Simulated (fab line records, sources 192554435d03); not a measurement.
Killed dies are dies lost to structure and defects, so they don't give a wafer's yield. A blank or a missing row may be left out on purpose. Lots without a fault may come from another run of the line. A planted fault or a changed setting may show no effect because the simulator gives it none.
A struck lot beside a sound one | flow n5_finfet | 36 steps out of a route of 1938
Sound: wafers L626.1, L626.3, L626.4. Struck: wafers L638.1, L638.2, L638.6. The cause comes at the end.
At each step with rows: each side's tool, then ch and its chambers, then its first start. Under that, the readings that differ: sound wafers | struck wafers | difference of the means | sigmas: that difference in standard deviations of wafers without a fault.
alike: readings whose means differ by less than 2 such deviations, and words and numbers that are the same on both sides. not compared: withheld readings, readings that some wafer has no value for, bounds like >300 that may hide the same value, and numbers for which the record gives no deviation and whose values overlap.
The two part at a step that has a row with sigmas, a row that says differs or no value, or rows on one side only. Numbers that don't overlap but have no deviation are shown without sigmas and don't part them. A reading that every wafer of one side lacks parts them only if that side has two wafers or more.

first, 9 steps without rows for these wafers: N5_WELL_APT_HMDS_18 (time 60 s); N5_WELL_APT_COAT_19 (resist thk 950 nm); N5_WELL_APT_EBR_21; N5_WELL_APT_SOFTBAKE_20 (time 60 s); N5_WELL_APT_EXPOSE_22 (exposes mask PWELL, defocus 0 nm, target cd 200 nm); N5_WELL_APT_PEB_23 (peb time 90 s); N5_WELL_APT_DEVELOP_24 (develop time 45 s); N5_WELL_APT_HARDBAKE_29 (time 120 s); N5_WELL_APT_DESCUM_30 (chemistry O2, time 7.9 s).
N5_WELL_APT_IMPLANT_31:
  sound on implanter-01 ch 0, day 3 09:34; struck on implanter-01 ch 0, day 6 09:10
  reading            | sound                            | struck                        | difference | sigmas
  dose_ions_cm2      | 1.4984e+13 1.4974e+13 1.4983e+13 | 6.559e+12 6.546e+12 6.522e+12 | -8.438e+12 | -99 or more
  faraday_current_uA | 186 185 185                      | 83 81 84                      | -103       | -26
then, 25 steps without rows for these wafers: N5_WELL_APT_IMPLANT_32; N5_WELL_APT_STRIP_33 (strips in SPM, time 900 s); N5_WELL_APT_RTA_34 (time 10 s); N5_WELL_APT_OXIDE_STRIP_42 (strips SiO2 in dHF, time 45 s, target depth 12 nm); N5_WELL_APT_PRECLEAN_36 (cleans in O3/DIW, time 45 s); N5_WELL_APT_PRECLEAN_39 (cleans in dHF, time 60 s); N5_WELL_APT_SRD_37 (time 30 s); N5_WELL_APT_EPI_41 (deposits Si from SiH4/H2, target thk 50 nm, time 297.7 s); N5_PMOS_HMC_CHANNEL_EPI_HM_DEP_34 (deposits SiO2 from TEOS/O2, target thk 36 nm, time 6.9 s); N5_PMOS_HMC_CHANNEL_EPI_COAT_31 (time 60 s, resist thk 66 nm); N5_PMOS_HMC_CHANNEL_EPI_COAT_03 (resist thk 205 nm); N5_PMOS_HMC_CHANNEL_EPI_EBR_05; N5_PMOS_HMC_CHANNEL_EPI_SOFTBAKE_04 (time 60 s); N5_PMOS_HMC_CHANNEL_EPI_EXPOSE_06 (exposes mask PMOS HMC BLK, target cd 240 nm); N5_PMOS_HMC_CHANNEL_EPI_PEB_07 (peb time 60 s); N5_PMOS_HMC_CHANNEL_EPI_DEVELOP_08 (develop time 30 s); N5_PMOS_HMC_CHANNEL_EPI_DESCUM_14 (chemistry O2, time 7.9 s); N5_PMOS_HMC_CHANNEL_EPI_ETCH_32 (etches BARC in N2/H2, stops on SiO2, target depth 85.8 nm, time 50.3 s); N5_PMOS_HMC_CHANNEL_EPI_HM_OPEN_15 (chemistry CHF3/O2, target SiO2, target depth 40.6 nm, time 20.3 s); N5_PMOS_HMC_CHANNEL_EPI_STRIP_33 (strips in N2/H2); N5_PMOS_HMC_CHANNEL_EPI_STRIP_17 (strips in SPM, time 750 s); N5_PMOS_HMC_CHANNEL_EPI_ETCH_38 (etches SiO2 in CF4, target depth 1.5 nm); N5_PMOS_HMC_CHANNEL_EPI_FIN_RECESS_16 (chemistry HBr/Cl2, target Si, target depth 54 nm, time 18 s); N5_PMOS_HMC_CHANNEL_EPI_PRECLEAN_36 (cleans in O3/DIW, time 45 s); N5_PMOS_HMC_CHANNEL_EPI_PRECLEAN_18 (cleans in DHF, time 30 s).
N5_BEOL_M4_RC_MEAS_101:
  the record has rows for the sound wafers here (prober-01 ch 0, day 10 17:01) and none for the struck ones

WHERE THEY PART
First at N5_WELL_APT_IMPLANT_31; last, within this record, at N5_BEOL_M4_RC_MEAS_101.

WHY: what the simulator had put in
Process parameter drift: implanter-01, from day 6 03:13 on, at N5_WELL_APT_IMPLANT_31. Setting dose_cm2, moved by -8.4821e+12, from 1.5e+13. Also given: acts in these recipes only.
